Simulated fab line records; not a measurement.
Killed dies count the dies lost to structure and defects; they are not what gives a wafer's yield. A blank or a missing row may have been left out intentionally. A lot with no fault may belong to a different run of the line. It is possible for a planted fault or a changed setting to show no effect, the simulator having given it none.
Lot-split experiment ; flow n5_finfet ; 21 wafers read from 7 lots, route of 1938 steps

## SPLIT DETAILS
At N5_BEOL_M10_DEP_56 (deposits SiCN from 3MS/NH3, target thk 15 nm, time 26.5 s), the setting time_s was moved away from the recipe's 26.5 s on 7 of the 21 wafers read, by -14.7% to -7.0%. The other wafers ran this setting at the recipe's value.

The reading comes from the split's own step.

## THE READING
SiCN_of_BEOL_M10_DEP_56.thk_nm (the simulator's own value, which no gauge read), in nm, at N5_BEOL_M10_DEP_56 (deposits SiCN from 3MS/NH3, target thk 15 nm, time 26.5 s). The file does not state a usual value for it. Average 15.1 nm, standard deviation 0.19 nm, over the 14 wafers here run with the recipe.

wafer;tool, chamber at the split;time_s as run, s;against the recipe;SiCN_of_BEOL_M10_DEP_56.thk_nm, nm;against lot-mates on the recipe
L075.2;pecvd-02, 0;23.31;-12.0%;13.2;-2.1
L075.3;pecvd-02, 1;26.5;recipe;15.2;-
L075.4;pecvd-02, 0;26.5;recipe;15.4;-
L077.3;pecvd-02, 1;23.35;-11.9%;13;-2.0
L077.4;pecvd-02, 2;26.5;recipe;15;-
L077.6;pecvd-02, 1;23.35;-11.9%;13.6;-1.4
L080.3;pecvd-04, 1;26.5;recipe;15;-
L080.4;pecvd-04, 1;26.5;recipe;15.2;-
L080.6;pecvd-04, 0;23.98;-9.5%;13.8;-1.3
L084.1;pecvd-04, 1;24.64;-7.0%;13.8;-1.0
L084.3;pecvd-04, 2;26.5;recipe;14.6;-
L084.5;pecvd-04, 2;26.5;recipe;15;-
L092.1;pecvd-01, 2;26.5;recipe;15;-
L092.3;pecvd-01, 0;26.5;recipe;14.8;-
L092.6;pecvd-01, 2;26.5;recipe;15.2;-
L096.2;pecvd-02, 0;22.6;-14.7%;13;-2.2
L096.3;pecvd-02, 1;26.5;recipe;15.2;-
L096.4;pecvd-02, 2;22.6;-14.7%;13.4;-1.8
L095.1;pecvd-04, 1,2;26.5;recipe;15;-
L095.3;pecvd-04, 1,2;26.5;recipe;15;-
L095.6;pecvd-04, 1;26.5;recipe;15.2;-
Where a row lists several chambers, the file gives one row for several wafers and doesn't say which wafer went through which chamber.

FIT RESULTS
A straight line over all 21 wafers: SiCN_of_BEOL_M10_DEP_56.thk_nm changes by +0.138 nm for each +1% of time_s; r = +0.96; the points scatter about the line by 0.23 nm.
The same after taking each lot's own level away (the mean of its wafers on the recipe; 21 wafers): +0.144 nm for each +1%; r = +0.98; scatter 0.19 nm.
That fit puts the effect of the largest move of time_s on the reading at 2.1 nm.
The lots' own levels span 14.80 to 15.30 nm, that is 2.6 times the standard deviation above.
The two slopes agree, so the slope changes little with the lot-to-lot level.
Check: with one of the wafers moved furthest among these (-14.7%) left out of the fit, the line predicts -2.09 nm for it against its lot-mates. It came out at -2.2 nm against them.

## THESE WAFERS: OTHER SPLITS
Other splits were also applied to these wafers ahead of the reading. Each is held against what the fit with the lots' levels taken away leaves over:
other split on the same wafers;wafers away from the commonest value;r with SiCN_of_BEOL_M10_DEP_56.thk_nm (lot level and that fit taken away)
N5_BEOL_M10_HM_DEP_02 target_thk_a;4;-0.05

## FILE'S OWN FIT
SiCN_of_BEOL_M10_DEP_56.thk_nm changes by +0.147 nm for each +1% of time_s, r = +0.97.
